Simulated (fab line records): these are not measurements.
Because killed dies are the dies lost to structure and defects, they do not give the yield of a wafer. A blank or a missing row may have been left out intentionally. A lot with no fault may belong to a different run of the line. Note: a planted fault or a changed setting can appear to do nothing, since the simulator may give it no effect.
Lot-split experiment | flow n5Finfet | 39 wafers read from 7 lots, route of 1938 steps

== THE SPLIT ITSELF ==
At N5_DUMMY_GATE_EXPOSE_12 (exposes mask GATE, target cd 25 nm), the setting doseMj was moved away from the recipe's 34 on 18 of the 39 wafers read, by -7.9% to +6.9%. All remaining wafers had this setting at the recipe value.

== FROM THE SPLIT TO THE READING: what the file shows between them, 8 steps ==
- N5_DUMMY_GATE_PEB_13: peb time 60 s
- N5_DUMMY_GATE_DEVELOP_14: develop time 30 s
- N5_DUMMY_GATE_CD_MEAS_15: target cd 25.8 nm
- N5_DUMMY_GATE_ETCH_37: etches SOC in N2/H2, target depth 60 nm, overetch 30 nm (also split here: sourceW)
- N5_DUMMY_GATE_STRIP_38: strips in N2/H2
- N5_DUMMY_GATE_STRIP_39: strips in N2/H2
- N5_DUMMY_GATE_TRIM_49: chemistry O2, time 29 s, target cd 14 nm
- N5_DUMMY_GATE_STRIP_40: strips in CF4

== THE READING ==
At N5_DUMMY_GATE_CD_MEAS_50: cdNm in nanometres, against a target cd of 14 nm. Fault-free wafers of this fab line usually give 14.2 nm, standard deviation 0.37 nm.

wafer  | tool, chamber at the split | doseMj as run | against the recipe | cdNm, nm | against lot-mates on the recipe
L074.1 | euvScanner-01, 0           | 34            | recipe             | 13.6     | -
L074.2 | euvScanner-01, 0           | 36.36         | +6.9%              | 13.7     | -0.5
L074.3 | euvScanner-01, 0           | 36.36         | +6.9%              | 12.7     | -1.5
L074.4 | euvScanner-01, 0           | 34            | recipe             | 14.3     | -
L074.5 | euvScanner-01, 0           | 36.36         | +6.9%              | 13.1     | -1.1
L074.6 | euvScanner-01, 0           | 34            | recipe             | 14.7     | -
L075.2 | euvScanner-01, 0           | 34            | recipe             | 14.7     | -
L075.4 | euvScanner-01, 0           | 34            | recipe             | 14.7     | -
L075.6 | euvScanner-01, 0           | 34            | recipe             | 14.2     | -
L080.1 | euvScanner-02, 0           | 32.21         | -5.3%              | 15.5     | +1.3
L080.2 | euvScanner-02, 0           | 32.21         | -5.3%              | 16.0     | +1.8
L080.3 | euvScanner-02, 0           | 34            | recipe             | 13.8     | -
L080.4 | euvScanner-02, 0           | 32.21         | -5.3%              | 15.1     | +0.9
L080.5 | euvScanner-02, 0           | 34            | recipe             | 14.2     | -
L080.6 | euvScanner-02, 0           | 34            | recipe             | 14.7     | -
L087.1 | euvScanner-01, 0           | 32.18         | -5.4%              | 15.3     | +1.8
L087.2 | euvScanner-01, 0           | 34            | recipe             | 13.5     | -
L087.3 | euvScanner-01, 0           | 34            | recipe             | 13.4     | -
L087.4 | euvScanner-01, 0           | 32.18         | -5.4%              | 15.2     | +1.7
L087.5 | euvScanner-01, 0           | 34            | recipe             | 13.7     | -
L087.6 | euvScanner-01, 0           | 32.18         | -5.4%              | 14.8     | +1.3
L089.1 | euvScanner-01, 0           | 34            | recipe             | 13.9     | -
L089.2 | euvScanner-01, 0           | 34            | recipe             | 13.9     | -
L089.3 | euvScanner-01, 0           | 31.31         | -7.9%              | 16.3     | +2.5
L089.4 | euvScanner-01, 0           | 31.31         | -7.9%              | 15.6     | +1.8
L089.5 | euvScanner-01, 0           | 34            | recipe             | 13.6     | -
L089.6 | euvScanner-01, 0           | 31.31         | -7.9%              | 16.1     | +2.3
L090.1 | euvScanner-01, 0           | 34.82         | +2.4%              | 13.6     | +0.0
L090.2 | euvScanner-01, 0           | 34            | recipe             | 13.1     | -
L090.3 | euvScanner-01, 0           | 34.82         | +2.4%              | 13.3     | -0.3
L090.4 | euvScanner-01, 0           | 34.82         | +2.4%              | 13.1     | -0.5
L090.5 | euvScanner-01, 0           | 34            | recipe             | 13.4     | -
L090.6 | euvScanner-01, 0           | 34            | recipe             | 14.2     | -
L093.1 | euvScanner-01, 0           | 34            | recipe             | 14.3     | -
L093.2 | euvScanner-01, 0           | 33.23         | -2.3%              | 14.5     | +0.6
L093.3 | euvScanner-01, 0           | 34            | recipe             | 13.5     | -
L093.4 | euvScanner-01, 0           | 33.23         | -2.3%              | 14.4     | +0.5
L093.5 | euvScanner-01, 0           | 33.23         | -2.3%              | 14.8     | +0.9
L093.6 | euvScanner-01, 0           | 34            | recipe             | 13.9     | -

FIT RESULTS
A straight line over all 39 wafers: cdNm changes by -0.211 nm for each +1% of doseMj; r = -0.86; the points scatter about the line by 0.47 nm.
The same after taking each lot's own level away (the mean of its wafers on the recipe; 39 wafers): -0.226 nm for each +1%; r = -0.91; scatter 0.37 nm.
According to that fit, moving doseMj by its largest amount changes the reading by 1.8 nm.
The lots' own levels span 13.53 to 14.53 nm, that is 2.7 times the standard deviation above.
So the lot-to-lot level changes the slope little: the two slopes agree.
Check: +1.85 nm against its lot-mates is what the line predicts for one of the wafers moved furthest among these (-7.9%) when that wafer is left out of the fit. It came out at +2.5 nm against them.

== ADDITIONAL SPLITS CARRIED BY THESE WAFERS ==
These wafers also went through other splits before the reading. Each is held against what the fit with the lots' levels taken away leaves over:
other split on the same wafers    | wafers away from the commonest value | r with cdNm (lot level and that fit taken away)
N5_ZERO_LAYER_PECVD_02 targetThkA | 9                                    | +0.08
N5_FIN_SAQP_HM_DEP_72 timeS       | 12                                   | +0.01
N5_DUMMY_GATE_ETCH_37 sourceW     | 15                                   | -0.18

== THE WHOLE CHAIN: every reading that the file lists as answering this split, in the file's order ==
step                     | what it does                             | reading                                                          | change (the file's fit)               | r (the file's)
N5_DUMMY_GATE_CD_MEAS_15 | target cd 25.8 nm                        | cdNm                                                             | -0.175 nm for each +1% of the setting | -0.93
N5_DUMMY_GATE_TRIM_49    | chemistry O2, time 29 s, target cd 14 nm | DUMMY_GATE.cdNm (the simulator's own value, which no gauge read) | -0.213 nm for each +1% of the setting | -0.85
N5_DUMMY_GATE_CD_MEAS_50 | target cd 14 nm                          | cdNm                                                             | -0.234 nm for each +1% of the setting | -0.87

== THE FILE'S OWN FIT ==
cdNm changes by -0.234 nm for each +1% of doseMj, r = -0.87.
